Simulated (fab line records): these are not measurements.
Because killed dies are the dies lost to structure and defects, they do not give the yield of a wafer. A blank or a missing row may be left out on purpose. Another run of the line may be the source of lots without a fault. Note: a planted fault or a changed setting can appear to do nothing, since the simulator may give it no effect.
Which tool is to blame?	flow n5Finfet	33 wafers from 11 lots sampled at 5 of the route's 1938 steps

== WHAT THE GAUGES READ, wafer by wafer ==
N5_BEOL_M2_CD_MEAS_35: target cd 18 nm, target cd y 22.2 nm.
lot	measured	on	cdNm (nm)
L497	day 6 15:53	cdSem-02	18.34 18.57 18.10
L498	day 7 06:19	cdSem-02	18.46 17.91 18.16
L499	day 7 18:20	cdSem-03	18.47 18.38 18.54
L501	day 7 22:14	cdSem-03	17.86 18.06 17.84
L503	day 8 02:38	cdSem-03	17.83 18.13 17.60
L508	day 9 18:58	cdSem-03	17.71 18.12 17.63
L512	day 10 14:01	cdSem-01	17.59 18.05 18.01
L513	day 11 07:10	cdSem-02	18.15 18.02 17.95
L515	day 11 12:44	cdSem-02	17.89 17.77 17.95
L519	day 12 13:01	cdSem-03	18.31 17.62 17.68
L520	day 12 13:17	cdSem-02	17.99 17.90 17.54

N5_BEOL_M4_RC_MEAS_101.
lot	measured	on	DIBL_N (mV/V)	DIBL_P (mV/V)	IOFF_N (nA/um)	IOFF_P (nA/um)	ION_N (uA/um)	ION_P (uA/um)	SS_N (mV/dec)	SS_P (mV/dec)	VT_N (mV)	VT_P (mV)
L497	day 7 14:05	prober-01	36.3 35.6 36.4	35.8 34.9 35.2	0.162 0.149 0.160	0.194 0.182 0.188	674 654 655	458 449 453	71.9 71.7 71.4	73.4 73.3 74.0	249.4 250.6 249.2	-251.8 -255.3 -251.0
L498	day 8 04:02	prober-02	36.6 36.5 37.0	35.3 34.2 35.8	0.157 0.150 0.172	0.211 0.201 0.227	666 667 672	463 459 464	71.3 72.1 71.7	72.8 73.1 73.0	249.4 252.6 248.8	-248.3 -251.7 -248.0
L499	day 9 02:45	prober-01	35.1 34.0 35.6	36.3 34.5 37.5	0.140 0.123 0.162	0.184 0.166 0.199	657 662 678	452 454 459	71.0 71.6 71.6	72.7 72.7 73.4	250.2 251.7 249.5	-253.4 -255.6 -253.3
L501	day 8 20:59	prober-01	36.0 36.0 36.9	36.0 35.6 37.8	0.149 0.144 0.173	0.187 0.178 0.210	658 661 673	446 452 458	71.7 71.4 72.4	73.1 73.0 73.6	253.4 253.4 250.8	-250.9 -251.6 -251.3
L503	day 9 11:40	prober-01	36.4 33.3 35.5	36.7 33.2 35.5	0.144 0.112 0.134	0.225 0.173 0.205	652 676 669	459 465 464	70.8 70.8 71.2	73.0 71.9 72.8	252.7 254.2 252.9	-248.0 -249.8 -250.0
L508	day 10 17:22	prober-02	38.5 36.8 35.9	39.1 37.5 35.4	0.217 0.172 0.151	0.266 0.242 0.201	692 673 667	470 459 456	72.3 72.2 71.6	74.8 74.5 73.4	247.0 250.8 251.7	-248.6 -247.8 -251.3
L512	day 11 19:55	prober-02	36.7 35.7 34.9	37.1 36.7 35.7	0.162 0.147 0.131	0.224 0.218 0.195	672 673 666	470 466 462	71.6 71.1 71.6	73.3 73.3 73.3	249.7 252.8 253.9	-247.1 -246.9 -247.2
L513	day 12 05:11	prober-02	36.0 34.2 35.2	36.7 33.7 34.7	0.159 0.129 0.141	0.232 0.190 0.192	679 669 663	466 463 457	72.1 71.5 71.1	73.3 72.7 72.7	249.3 251.4 250.4	-248.2 -248.6 -251.4
L515	day 12 16:58	prober-01	33.7 32.4 34.8	35.5 33.5 36.5	0.131 0.114 0.151	0.181 0.160 0.200	664 662 660	458 455 454	71.2 71.1 70.9	72.7 72.2 73.3	252.4 254.5 249.7	-252.3 -253.9 -249.8
L519	day 13 14:47	prober-02	38.4 39.1 37.7	38.8 39.1 37.5	0.186 0.205 0.175	0.236 0.240 0.207	677 685 684	466 467 463	71.4 72.2 71.6	73.5 73.5 72.5	249.3 246.7 248.6	-249.4 -248.1 -252.9
L520	day 13 19:11	prober-02	36.3 36.1 38.6	38.1 38.3 40.1	0.159 0.160 0.200	0.214 0.214 0.258	680 672 682	465 465 469	71.2 71.2 72.3	73.8 73.3 74.7	251.0 251.5 247.2	-251.5 -250.7 -249.7

== WHAT TOOL EACH LOT RAN ON (gives the tool, then ch and the chambers of the sampled wafers, and finally the start) ==
lot	N5_BEOL_M2_PRE_CLEAN_45	N5_BEOL_M2_ANNEAL_82	N5_BEOL_M2_SPUTTER_88
L497	pvdSputter-03, day 6 16:04	pvdSputter-01, day 6 17:07	pvdSputter-01, day 6 17:28
L498	pvdSputter-02, day 7 06:34	pvdSputter-02, day 7 07:57	pvdSputter-02, day 7 08:19
L499	pvdSputter-03, day 7 18:53	pvdSputter-02, day 7 22:21	pvdSputter-02, day 7 22:43
L501	pvdSputter-01, day 7 22:27	pvdSputter-03, day 7 23:58	pvdSputter-03, day 8 00:19
L503	pvdSputter-01, day 8 02:58	pvdSputter-03, day 8 04:05	pvdSputter-03, day 8 04:26
L508	pvdSputter-01, day 9 19:35	pvdSputter-01, day 9 20:59	pvdSputter-01, day 9 21:21
L512	pvdSputter-03, day 10 14:08	pvdSputter-01, day 10 15:44	pvdSputter-01, day 10 16:06
L513	pvdSputter-02, day 11 07:21	pvdSputter-01, day 11 08:22	pvdSputter-01, day 11 08:44
L515	pvdSputter-02, day 11 12:56	pvdSputter-02, day 11 13:58	pvdSputter-02, day 11 14:19
L519	pvdSputter-03, day 12 13:14	pvdSputter-02, day 12 14:21	pvdSputter-02, day 12 14:43
L520	pvdSputter-02, day 12 13:22	pvdSputter-01, day 12 17:29	pvdSputter-01, day 12 17:51
- N5_BEOL_M2_PRE_CLEAN_45: time 30 s.
- N5_BEOL_M2_ANNEAL_82: time 240 s.
- N5_BEOL_M2_SPUTTER_88: material Cu, target thk 4.5 nm, time 8.29 s.

== WHAT THE TOOLS THEMSELVES READ (means of the sampled wafers that have a number; where no wafer has one, the mark that the record gives instead) ==
N5_BEOL_M2_PRE_CLEAN_45.
lot	tool	heaterPowerW (W)
L497	pvdSputter-03	312
L498	pvdSputter-02	344
L499	pvdSputter-03	337
L501	pvdSputter-01	299
L503	pvdSputter-01	296
L508	pvdSputter-01	328
L512	pvdSputter-03	314
L513	pvdSputter-02	339
L515	pvdSputter-02	340
L519	pvdSputter-03	315
L520	pvdSputter-02	345

N5_BEOL_M2_ANNEAL_82.
lot	tool	heaterPowerW (W)	susceptorTempC (C)
L497	pvdSputter-01	785	400.13
L498	pvdSputter-02	840	400.03
L499	pvdSputter-02	837	399.72
L501	pvdSputter-03	792	399.96
L503	pvdSputter-03	746	400.10
L508	pvdSputter-01	733	399.94
L512	pvdSputter-01	-	-
L513	pvdSputter-01	-	-
L515	pvdSputter-02	-	-
L519	pvdSputter-02	849	399.84
L520	pvdSputter-01	752	399.97

N5_BEOL_M2_SPUTTER_88.
lot	tool	substrateTempC (C)	throttleValvePct (%)
L497	pvdSputter-01	-19.93	30.1
L498	pvdSputter-02	-20.00	28.6
L499	pvdSputter-02	-19.92	29.4
L501	pvdSputter-03	-20.02	30.0
L503	pvdSputter-03	-19.99	29.6
L508	pvdSputter-01	-19.93	30.3
L512	pvdSputter-01	-19.92	30.5
L513	pvdSputter-01	-20.03	30.1
L515	pvdSputter-02	-19.95	29.1
L519	pvdSputter-02	-19.98	29.9
L520	pvdSputter-01	-19.94	30.0

== THE ANSWER, worked out from the rows above alone ==
Rule: what is usual is taken from the lots themselves. The widest of any qualifying gaps counts: lots, ordered by their means at a reading, are off when they make up no more than a third of the lots, leave a main group of 4 or more, and stand apart from it by 3 or more times the standard deviation of that group's means. If all means in a main group match to the digits the tables above print for the reading, that group is not used. Also off: a lot with no number at a reading for which 4 or more lots have one. All remaining lots with rows at the step are treated as sound. Order of review: gauges by route order, followed by the tools' own readings, for which a lot's mean as printed above is used. At the first step where some lot is off, the reading lying furthest off is the one used; lots without a number count as furthest.
Off: L512, L513, L515 (N5_BEOL_M2_ANNEAL_82, heaterPowerW). Without a number there: L512, L513, L515. Main group: mean 792 W, sd 43.
A tool fits if, at that step or a process step before it, it ran every lot that is off, and no sound lot after the first of them. Not one of the candidates tried fits.

== WHAT HAD BEEN PUT IN BY THE SIMULATOR ==
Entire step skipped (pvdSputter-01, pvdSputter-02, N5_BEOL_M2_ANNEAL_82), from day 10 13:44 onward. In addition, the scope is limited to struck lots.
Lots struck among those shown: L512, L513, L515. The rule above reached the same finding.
